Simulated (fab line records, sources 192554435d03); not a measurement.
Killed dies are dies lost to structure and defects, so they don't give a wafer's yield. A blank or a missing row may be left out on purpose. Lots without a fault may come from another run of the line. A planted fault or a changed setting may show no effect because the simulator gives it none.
Problem report in the 8D (eight disciplines) form, filled by code | flow n5_finfet | the parts of the form that need people (team, actions taken, sign-off) are left out

1. THE PROBLEM
spin_speed_rpm at N5_GATE_CUT_COAT_27 reads a mean of 1464.6 rpm on 6 wafers of 2 lots; wafers without a fault read 1499.9 rpm with a standard deviation of 0.88. That is -40 standard deviations from the usual mean.
The step: time 60 s, resist thk 10 nm.
First seen on wafer L676.2, day 6 03:08, on litho_track-05. The record holds 12 wafers of 4 lots with a number at this step. Rule for "out", or "out of limits": more than 4 standard deviations from the usual mean. The other wafers with a number count as sound.

2. WHAT IT IS AND WHAT IT IS NOT
question                    | is                     | is not
which readings at this step | spin_speed_rpm         | -
which lots                  | L676, L678             | L686, L688
which wafers of those lots  | all that have a number | -
read on which tools         | litho_track-05         | litho_track-01
when                        | from day 6 03:08       | up to then (0 sound wafers); but 6 sound wafers of L686, L688 came after

3. SUSPECTS, AND WHAT RULES EACH OUT
Counting: a tool at a process step up to the reading stays a suspect if it ran every lot that is out and no sound lot after the first of them.
- litho_track-05 at N5_GATE_CUT_COAT_27 (time 60 s, resist thk 10 nm): ruled out as a lasting fault. Sound lots L688 ran on it after its first lot that is out, L676 (day 6 03:08).
Left after counting: nothing in the record.

4. THE CAUSE (what the simulator had put in)
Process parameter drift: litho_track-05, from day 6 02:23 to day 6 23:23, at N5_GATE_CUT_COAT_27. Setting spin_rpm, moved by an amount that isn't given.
Counting ruled it out, wrongly.

5. THE CHAIN OF EFFECTS, in route order
Each row: a reading whose mean over the struck wafers that have a number lies more than 3 standard deviations from the usual. Only readings for which the record gives a usual standard deviation are gone through. hours: the time from each lot's start at the first step in this table that gives one to its start at this step, as a median over the lots. sigmas: the change in usual standard deviations.
hours | step                | reading        | usual      | on struck wafers | change | sigmas
0     | N5_GATE_CUT_COAT_27 | spin_speed_rpm | 1499.9 rpm | 1464.6           | -35.3  | -40
The process steps in it:
- N5_GATE_CUT_COAT_27: time 60 s, resist thk 10 nm.
Later measuring or inspecting steps at which every struck wafer that the step has a row for has a number for every such reading, and none has moved that far: N5_BEOL_M4_RC_MEAS_101.

6. WHAT WOULD HAVE CAUGHT IT SOONER
In this record the first reading out of limits was taken at day 6 03:08, 1 hour after the fault began at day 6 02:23.
